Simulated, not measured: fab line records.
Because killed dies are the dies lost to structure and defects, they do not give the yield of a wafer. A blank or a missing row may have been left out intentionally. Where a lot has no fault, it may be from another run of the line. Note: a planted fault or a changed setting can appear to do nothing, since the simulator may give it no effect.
fab line records -- flow n5_finfet
record lots=7, wafers=19, last_day=21
route steps=1938 shown HKMG_FIN@438 PASSIVATION@1936
lots untouched by any fault: they come from a run of this same line in which no faults occurred
start_h: the number of hours between the record's first day and the start of the first shown wafer of the lot -- wait_h: how many hours have passed since the lot's step before this one -- " unchanged from the row above -- L1.1+2: a single row standing in for several wafers -- - no value, or no start given -- * or withheld: withheld -- < > ~ a bound
route shown NAME@n: names a module that has steps shown in the file, with the first one's number in the route -- usual: mean/standard deviation taken from wafers without a fault -- same: alike in all rows -- chamber/n: place in a boat -- sites: the reading at each site -- _std_site: standard deviation of those values -- _edge_site: the outer-site mean with the inner-site mean subtracted -- radius_mm: how far each site lies from the wafer's centre -- mask NAME#n: copy n -- behind: the tool/chamber that last shaped the wafer -- hold: why the lot was held/for how many hours/how that ended -- device: the n, p or np transistor that did not switch -- end of line: the same wafers' tests at the end of the route -- for a step that has no rows: nothing shown but its recipe -- killed: the dies lost at the first sort to structure and to defects; this is not the yield of the wafer -- map: the dies of a wafer, with x for killed, . for not killed, _ for no die there
set.NAME: the setting the step ran with; set.NAME@STEP: the setting that earlier step ran with -- model.NAME: the simulator's own value behind a step, which no gauge read
lots at some steps of the route; a table a step, a row a wafer
services: a tool's chamber out of use, with start hour (start_h, from the record's first day; less than 0 if before it), hours out, and reason
## steps
# step N5_HKMG_FIN_ETCH_35
# recipe chemistry=N2/H2, target=SOC, target_depth_a=2158, ion_energy_ev=65, bias_w=5, source_w=3000, time_s=243.4, pressure_mtorr=30, n2_flow_sccm=200, h2_flow_sccm=200
# step N5_HKMG_FIN_STRIP_92
# recipe chemistry=N2/H2, material=SOC, time_s=20, power_w=500, temp_c=40, pressure_mtorr=50, rf_frequency_hz=6e+07, bias_power_w=8, h2_frac=0.5, n2_flow_sccm=300, h2_flow_sccm=300
# usual drypump_motor_current_A=6.04/0.22, oes_product_au=0.77/0.07, rf_vpp_V=54.2/0.81, showerhead_plenum_p_Torr=3.28/0.09, throttle_valve_pct=18.9/0.41
lot.wafer,tool,chamber,start_h,wait_h,drypump_motor_current_A,oes_product_au,rf_hours_counter_h,rf_vpp_V,showerhead_plenum_p_Torr,throttle_valve_pct
L710.1,rie_diel-02,2,79.73,0.1,6.18,0.80,124,53.5,3.24,18.2
L710.5,rie_diel-02,1,79.73,0.1,6.30,0.68,-,54.9,3.18,19.1
L710.6,rie_diel-02,0,79.73,0.1,6.29,0.90,-,54.4,3.29,18.8
L713.1,rie_diel-04,2,98.74,0.1,5.78,0.72,215,54.2,3.33,19.3
L713.2,rie_diel-04,1,98.74,0.1,6.04,0.81,122,54.6,3.23,19.3
L713.5,rie_diel-04,0,98.74,0.1,6.00,0.72,-,53.4,3.20,18.7
L717.3,rie_diel-03,1,118.45,0.1,5.94,0.74,137,53.6,3.25,19.7
L717.5,rie_diel-03,2,118.45,0.1,6.09,0.79,-,53.9,3.24,18.9
L720.3,rie_diel-02,0,136.10,0.1,6.31,0.86,37,54.6,3.28,18.8
L720.5,rie_diel-02,2,136.10,0.1,6.18,0.78,-,54.1,3.23,18.2
L729.1,rie_diel-04,2,188.06,0.1,5.84,0.71,239,55.0,3.31,19.3
L729.2,rie_diel-04,1,188.06,0.1,6.05,0.77,155,52.9,3.21,19.4
L729.5,rie_diel-04,1,188.06,0.1,6.05,0.76,-,53.3,3.21,19.4
L732.2,rie_diel-02,1,209.27,0.1,6.28,0.90,12,54.1,3.56,18.6
L732.4,rie_diel-02,3,209.27,0.1,6.14,0.89,33,53.1,3.44,18.6
L732.6,rie_diel-02,3,209.27,0.1,6.14,0.89,-,54.8,3.44,18.6
L733.2,rie_diel-02,2,214.39,0.1,6.13,0.75,173,52.4,3.21,18.2
L733.3,rie_diel-02,1,214.39,0.1,6.30,0.91,14,55.2,3.56,18.7
L733.6,rie_diel-02,2,214.39,0.1,6.19,0.76,-,54.4,3.21,18.2
# step N5_HKMG_FIN_WET_ETCH_18
# recipe chemistry=SC1, target=TiN, mix=1:1:5, temp_c=*, time_s=55, target_depth_nm=5.2, dry=ipa_marangoni, rinse_time_s=30, rinse_temp_c=23
# step N5_HKMG_FIN_STRIP_19
# recipe chemistry=N2/H2, power_w=2500, temp_c=300, h2_frac=0.65, time_s=360, pressure_mtorr=withheld, n2_flow_sccm=1750, h2_flow_sccm=3250
# step N5_HKMG_FIN_ALD_91
# recipe material=TiN, target_thk_a=10, temp_c=400, ald_precursor_family=TiCl4, ald_co_reactant=NH3, pulse_time_s=1, purge_time_s=3, co_reactant_purge_time_s=2, co_reactant_pulse_time_s=2, ald_cycles=47, pressure_torr=3
# step N5_HKMG_FIN_COAT_85
# recipe resist=SOC, temp_c=250, time_s=60, spin_rpm=1500, resist_thk_nm=300
# step N5_HKMG_FIN_ETCH_86
# recipe chemistry=N2/H2, target=SOC, target_depth_a=3932, stop_on=TiN, ion_energy_ev=100, bias_w=61, pressure_mtorr=30, source_w=850, n2_flow_sccm=200, h2_flow_sccm=200
# step N5_HKMG_FIN_STRIP_89
# recipe chemistry=N2/H2, material=SOC, time_s=20, power_w=500, temp_c=40, pressure_mtorr=50, rf_frequency_hz=6e+07, bias_power_w=8, h2_frac=0.5, n2_flow_sccm=300, h2_flow_sccm=300
# usual drypump_motor_current_A=6.07/0.21, oes_product_au=0.78/0.079, rf_vpp_V=54.0/0.85, showerhead_plenum_p_Torr=3.29/0.099, throttle_valve_pct=18.9/0.39
lot.wafer,tool,chamber,start_h,wait_h,drypump_motor_current_A,oes_product_au,rf_hours_counter_h,rf_vpp_V,showerhead_plenum_p_Torr,throttle_valve_pct
L710.1,rie_diel-02,0,80.70,0.0,6.29,0.90,15,53.5,3.29,18.8
L710.5,rie_diel-02,3,80.70,0.0,6.12,0.73,-,56.1,3.47,18.9
L710.6,rie_diel-02,2,80.70,0.0,6.18,0.80,-,54.6,3.24,18.2
L713.1,rie_diel-02,2,99.67,0.0,6.18,0.80,132,54.7,3.23,18.2
L713.2,rie_diel-02,3,99.67,0.0,6.13,0.71,249,54.3,3.46,18.9
L713.5,rie_diel-02,2,99.67,0.0,6.18,0.80,-,54.4,3.23,18.2
L717.3,rie_diel-04,1,119.50,0.0,6.09,0.79,132,52.6,3.22,19.3
L717.5,rie_diel-04,3,119.50,0.0,6.15,0.80,-,52.3,3.25,19.0
L720.3,rie_diel-02,2,137.03,0.0,6.16,0.78,146,52.7,3.23,18.2
L720.5,rie_diel-02,0,137.03,0.0,6.29,0.86,-,54.1,3.28,18.8
L729.1,rie_diel-02,0,188.99,0.0,6.28,0.83,57,55.0,3.27,18.8
L729.2,rie_diel-02,1,188.99,0.0,6.28,0.93,7,55.1,3.56,18.6
L729.5,rie_diel-02,3,188.99,0.0,6.15,0.91,-,55.4,3.45,18.6
L732.2,rie_diel-02,1,210.27,0.0,6.28,0.91,13,54.8,3.56,18.7
L732.4,rie_diel-02,0,210.27,0.0,6.30,0.82,65,54.0,3.27,18.8
L732.6,rie_diel-02,0,210.27,0.0,6.30,0.82,-,55.0,3.27,18.9
L733.2,rie_diel-04,0,215.32,0.0,5.99,0.67,240,54.4,3.18,18.7
L733.3,rie_diel-04,2,215.32,0.0,5.78,0.69,247,53.6,3.31,19.4
L733.6,rie_diel-04,0,215.32,0.0,6.05,0.67,-,52.6,3.18,18.7
# step N5_HKMG_FIN_WET_ETCH_87
# recipe chemistry=SC1, target=TiN, mix=1:2:40, temp_c=50, time_s=154.2, target_depth_nm=4.7, dry=ipa_marangoni, rinse_time_s=30, rinse_temp_c=23
# step N5_HKMG_FIN_STRIP_88
# recipe chemistry=N2/H2, power_w=2500, temp_c=300, h2_frac=0.65, time_s=360, pressure_mtorr=withheld, n2_flow_sccm=1750, h2_flow_sccm=3250
# usual drypump_motor_current_A=5.4/0.35, heater_power_w=496/72
lot.wafer,tool,chamber,start_h,wait_h,drypump_motor_current_A,heater_power_w,rf_hours_counter_h
L710.1,plasma_asher-01,0,80.95,0.0,5.6,507,38
L710.5,plasma_asher-01,0,80.95,0.0,5.6,513,-
L710.6,plasma_asher-01,1,80.95,0.0,5.2,380,-
L713.1,plasma_asher-01,0,99.86,0.0,5.6,520,42
L713.2,plasma_asher-01,1,99.86,0.0,5.2,378,42
L713.5,plasma_asher-01,1,99.86,0.0,5.2,374,-
L717.3,plasma_asher-02,1,119.81,0.1,5.9,589,-
L717.5,plasma_asher-02,0,119.81,0.1,5.0,496,-
L720.3,plasma_asher-01,1,137.34,0.1,5.2,377,-
L720.5,plasma_asher-01,1,137.34,0.1,5.2,388,-
L729.1,plasma_asher-01,0,189.18,0.0,5.6,512,59
L729.2,plasma_asher-01,1,189.18,0.0,5.1,368,59
L729.5,plasma_asher-01,0,189.18,0.0,5.6,510,-
L732.2,plasma_asher-01,1,210.47,0.0,5.2,369,62
L732.4,plasma_asher-01,0,210.47,0.0,5.6,522,-
L732.6,plasma_asher-01,0,210.47,0.0,5.6,507,-
L733.2,plasma_asher-01,0,215.51,0.0,5.6,519,63
L733.3,plasma_asher-01,0,215.51,0.0,5.6,519,-
L733.6,plasma_asher-01,0,215.51,0.0,5.6,514,-
# step N5_HKMG_FIN_NWFM_ALD_20
# recipe material=TiAlC, target_thk_a=20, temp_c=300, ald_precursor_family=TiCl4, ald_co_reactant=TEA, pulse_time_s=3, purge_time_s=2, co_reactant_purge_time_s=2, co_reactant_pulse_time_s=10, ald_cycles=7, pressure_torr=3
# usual heater_power_w=482/58, precursor_pulse_height_rel=0.998/0.019
lot.wafer,tool,chamber,start_h,wait_h,heater_power_w,precursor_pulse_height_rel
L710.1,ald_metal-04,3,81.34,0.3,513,0.978
L710.5,ald_metal-04,0,81.34,0.3,463,1.011
L710.6,ald_metal-04,3,81.34,0.3,505,0.959
L713.1,ald_metal-02,1,100.24,0.3,453,1.007
L713.2,ald_metal-02,3,100.24,0.3,481,1.024
L713.5,ald_metal-02,1,100.24,0.3,458,1.024
L717.3,ald_metal-03,3,120.07,0.1,511,0.994
L717.5,ald_metal-03,0,120.07,0.1,547,0.988
L720.3,ald_metal-03,1,137.60,0.1,386,0.965
L720.5,ald_metal-03,2,137.60,0.1,604,1.018
L729.1,ald_metal-02,2,189.56,0.3,482,1.021
L729.2,ald_metal-02,0,189.56,0.3,540,0.983
L729.5,ald_metal-02,1,189.56,0.3,450,0.990
L732.2,ald_metal-03,3,210.85,0.3,505,0.984
L732.4,ald_metal-03,1,210.85,0.3,386,0.999
L732.6,ald_metal-03,2,210.85,0.3,610,1.005
L733.2,ald_metal-02,3,215.89,0.3,479,1.002
L733.3,ald_metal-02,0,215.89,0.3,533,0.991
L733.6,ald_metal-02,2,215.89,0.3,491,1.048
# step N5_HKMG_FIN_ALD_71
# recipe material=TiN, target_thk_a=10, temp_c=400, ald_precursor_family=TiCl4, ald_co_reactant=NH3, pulse_time_s=1, purge_time_s=3, co_reactant_purge_time_s=2, co_reactant_pulse_time_s=2, ald_cycles=47, pressure_torr=3
# step N5_HKMG_FIN_COAT_66
# recipe resist=SOC, temp_c=250, time_s=60, spin_rpm=1500, resist_thk_nm=300
# usual heater_power_total_W=500.5/1.9, run_length_s=66.26/0.26
lot.wafer,tool,chamber,start_h,wait_h,heater_power_total_W,run_length_s
L710.1,litho_track-01,0,81.71,0.2,502.8,66.30
L710.5,litho_track-01,0,81.71,0.2,502.5,66.11
L710.6,litho_track-01,0,81.71,0.2,502.6,66.17
L713.1,litho_track-04,0,100.61,0.2,503.0,66.52
L713.2,litho_track-04,0,100.61,0.2,537.5,59.50
L713.5,litho_track-04,0,100.61,0.2,498.6,66.72
L717.3,litho_track-04,0,120.46,0.2,534.1,59.60
L717.5,litho_track-04,0,120.46,0.2,500.2,66.55
L720.3,litho_track-04,0,137.98,0.2,533.7,59.46
L720.5,litho_track-04,0,137.98,0.2,503.1,66.78
L729.1,litho_track-04,0,189.93,0.2,498.5,66.40
L729.2,litho_track-04,0,189.93,0.2,497.9,66.44
L729.5,litho_track-04,0,189.93,0.2,497.8,66.41
L732.2,litho_track-03,0,211.23,0.2,500.4,65.87
L732.4,litho_track-03,0,211.23,0.2,501.8,65.94
L732.6,litho_track-03,0,211.23,0.2,499.3,65.82
L733.2,litho_track-03,0,216.27,0.2,502.9,65.88
L733.3,litho_track-03,0,216.27,0.2,500.1,65.80
L733.6,litho_track-03,0,216.27,0.2,500.3,65.94
# step N5_HKMG_FIN_ETCH_67
# recipe chemistry=N2/H2, target=SOC, target_depth_a=3889, stop_on=TiN, ion_energy_ev=100, bias_w=61, pressure_mtorr=30, source_w=850, n2_flow_sccm=200, h2_flow_sccm=200
# usual drypump_motor_current_A=6.03/0.21, oes_product_au=0.75/0.061, rf_vpp_V=239.8/1.2, showerhead_plenum_p_Torr=2.47/0.059, throttle_valve_pct=17.83/0.25
lot.wafer,tool,chamber,start_h,wait_h,drypump_motor_current_A,oes_product_au,rf_hours_counter_h,rf_vpp_V,showerhead_plenum_p_Torr,throttle_valve_pct
L710.1,rie_diel-03,0,81.80,-,5.45,0.77,126,240.2,2.53,17.85
L710.5,rie_diel-03,3,81.80,-,5.90,0.73,-,240.2,2.51,17.45
L710.6,rie_diel-03,0,81.80,-,5.43,0.77,-,243.0,2.53,17.87
L713.1,rie_diel-04,0,100.68,-,6.05,0.70,200,238.9,2.42,17.67
L713.2,rie_diel-04,1,100.68,-,6.07,0.78,123,239.8,2.44,17.89
L713.5,rie_diel-04,1,100.68,-,6.07,0.77,-,238.5,2.44,17.89
L717.3,rie_diel-03,2,120.53,-,6.08,0.78,90,239.9,2.44,17.69
L717.5,rie_diel-03,2,120.53,-,6.07,0.78,-,239.5,2.44,17.69
L720.3,rie_diel-02,1,138.04,-,6.31,0.67,246,238.3,2.39,18.01
L720.5,rie_diel-02,2,138.04,-,6.17,0.76,-,238.2,2.44,17.46
L729.1,rie_diel-02,3,190.00,-,6.11,0.88,27,241.8,2.61,17.51
L729.2,rie_diel-02,2,190.00,-,6.19,0.75,166,238.3,2.43,17.48
L729.5,rie_diel-02,0,190.00,-,6.29,0.82,-,239.9,2.47,17.71
L732.2,rie_diel-04,2,211.34,-,5.84,0.69,246,239.4,2.50,18.23
L732.4,rie_diel-04,3,211.34,-,6.14,0.76,107,240.8,2.45,18.00
L732.6,rie_diel-04,1,211.34,-,6.06,0.74,-,238.7,2.43,17.94
L733.2,rie_diel-04,0,216.34,-,5.97,0.67,241,237.3,2.40,17.74
L733.3,rie_diel-04,2,216.34,-,5.80,0.70,248,240.9,2.50,18.24
L733.6,rie_diel-04,3,216.34,-,6.14,0.76,-,239.2,2.45,18.00
# step N5_PASSIVATION_PROBE_49
# usual defect_limited_yield=91.2/1.5, killed_at_M0_to_M3=35/12, killed_at_M4_up=14/5.1, killed_at_contacts=13/6, killed_at_front_end=38/12, killed_at_other=4/3.5, killed_dies=104/18, killed_open=68/13, killed_short=33/8.1, sort_bin_4_leakage=0.00/0.044, sort_bin_5_function=5.2/1, sort_bin_6_memory=3.2/0.69, sort_n_pass=1076/18, sort_yield_pct=91.2/1.5
# same gross_dies=1180, killed_at_back_side=0, sort_bin_8_speed[%]=0
lot.wafer,tool,chamber,start_h,wait_h,defect_limited_yield[%],killed_at_M0_to_M3,killed_at_M4_up,killed_at_contacts,killed_at_front_end,killed_at_other,killed_dies,killed_open,killed_short,sort_bin_4_leakage[%],sort_bin_5_function[%],sort_bin_6_memory[%],sort_n_pass,sort_yield_pct[%]
L710.1,prober-02,-,329.60,0.0,90.8,34,16,12,45,1,108,80,26,0,5.0,3.7,1072,90.8
L710.5,prober-02,-,329.80,0.2,89.1,48,17,11,53,0,129,87,40,0,5.7,5.0,1051,89.1
L710.6,prober-02,-,329.85,0.3,90.3,41,14,13,47,0,115,77,38,0,5.1,4.0,1065,90.3
L720.5,prober-01,-,356.95,0.2,91.8,26,27,4,36,4,97,55,42,0,4.6,3.3,1083,91.8
L732.2,prober-02,-,461.38,0.1,89.9,61,7,17,33,1,119,79,40,0,6.4,3.6,1061,89.9
L732.4,prober-02,-,461.48,0.2,90.9,41,17,12,32,5,107,65,38,0,5.4,3.1,1073,90.9
L732.6,prober-02,-,461.58,0.3,91.0,38,13,17,35,3,106,70,33,0,6.3,2.4,1074,91.0
# killed by level:class
L710.1 BEOL_M2:geometric_particle:open=11 MOL_CONTACT_COAG:geometric_particle:open=11 FIN_SAQP:geometric_particle:open=7 STI_FIN_REVEAL:geometric_particle:open=7 FIN_SAQP:geometric_particle:short=5 DUMMY_GATE:geometric_particle:open=5 BEOL_M0:geometric_particle:open=5 ILD0:geometric_particle:open=4
L710.5 DUMMY_GATE:geometric_particle:open=12 BEOL_M3:geometric_particle:open=10 MOL_CONTACT_COAG:geometric_particle:open=10 FIN_SAQP:geometric_particle:open=9 STI_FIN_REVEAL:geometric_particle:open=9 BEOL_M2:geometric_particle:open=7 BEOL_M1:geometric_particle:open=6 BEOL_M0_SAQP:geometric_particle:open=6
L710.6 STI_FIN_REVEAL:geometric_particle:open=10 MOL_CONTACT_COAG:geometric_particle:open=10 BEOL_M4:geometric_particle:open=9 FIN_SAQP:geometric_particle:short=8 BEOL_M2:geometric_particle:open=8 DUMMY_GATE:geometric_particle:open=7 BEOL_M0:geometric_particle:open=7 BEOL_M0:geometric_particle:short=6
L720.5 BEOL_M4:geometric_particle:open=16 BEOL_M0_SAQP:geometric_particle:short=11 FIN_SAQP:geometric_particle:short=9 BEOL_M0_SAQP:geometric_particle:open=6 STI_FIN_REVEAL:geometric_particle:open=5 STARTING-WAFER:geometric_particle:short=5 FIN_SAQP:geometric_particle:open=4 MOL_CONTACT_COAG:geometric_particle:open=4
L732.2 BEOL_M2:geometric_particle:open=22 MOL_CONTACT_COAG:geometric_particle:open=15 BEOL_M0_SAQP:geometric_particle:short=11 BEOL_M0_SAQP:geometric_particle:open=10 BEOL_M1:geometric_particle:open=5 GATE_CUT:geometric_particle:short=4 BEOL_M3:geometric_particle:open=4 BEOL_M5:geometric_particle:open=4
L732.4 BEOL_M3:geometric_particle:open=12 BEOL_M4:geometric_particle:open=8 MOL_CONTACT_COAG:geometric_particle:open=7 BEOL_M0_SAQP:geometric_particle:open=7 FIN_SAQP:geometric_particle:short=6 DUMMY_GATE:geometric_particle:open=5 GATE_CUT:geometric_particle:short=5 MOL_CONTACT_COAG:geometric_particle:short=5
L732.6 MOL_CONTACT_COAG:geometric_particle:open=16 STI_FIN_REVEAL:geometric_particle:open=12 BEOL_M0_SAQP:geometric_particle:open=9 BEOL_M0_SAQP:geometric_particle:short=6 FIN_SAQP:geometric_particle:short=4 BEOL_M0:geometric_particle:short=4 BEOL_M3:geometric_particle:open=4 BEOL_M4:geometric_particle:open=4
## services
tool,chamber,start_h,hours,kind
ald_metal-03,-,81.19,1.7,repair
rie_diel-03,-,83.71,14.6,pm
ald_metal-04,-,85.11,6.0,pm
ald_metal-04,-,96.64,2.8,pm
rie_diel-04,2,100.26,10.0,repair
rie_diel-03,1,100.86,6.7,repair
plasma_asher-01,-,101.59,0.5,repair
rie_diel-02,3,102.85,-,clean
rie_diel-02,3,102.85,-,consumable_replace:focus_ring
rie_diel-02,3,102.85,13.7,scheduled_down
rie_diel-02,3,102.85,13.7,vent_cycle
ald_metal-02,-,107.83,2.1,repair
ald_metal-02,2,110.44,29.9,repair
ald_metal-02,0,130.61,4.4,repair
ald_metal-04,1,132.93,26.9,repair
rie_diel-02,1,151.07,-,clean
rie_diel-02,1,151.07,-,consumable_replace:focus_ring
rie_diel-02,1,151.07,-,consumable_replace:showerhead
rie_diel-02,1,151.07,18.1,scheduled_down
rie_diel-02,1,151.07,18.1,vent_cycle
ald_metal-02,0,151.15,21.7,repair
plasma_asher-01,-,179.22,1.0,repair
rie_diel-04,1,184.51,1.2,repair
plasma_asher-01,-,193.67,5.8,repair
## key
first_sign step=N5_HKMG_FIN_COAT_66, reading=run_length_s, direction=down, sigmas=26, usual=*, struck=*
effect step=N5_HKMG_FIN_COAT_66, reading=heater_power_total_W, direction=up, sigmas=18, usual=*, struck=*
met_at N5_HKMG_FIN_COAT_66
struck_wafers L713.2,L717.3,L720.3
rows_end L717.3
fault kind=process_parameter_drift, tool=litho_track-04, chamber=-, onset_h=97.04, steps=N5_HKMG_FIN_COAT_66, channel=time_s, offset=*, shape=step, end_h=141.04, scope=struck_wafers_only, acts_in=*, stated=*
# rows_end: these wafers met a further fault down the route, and their rows from its step on are left out
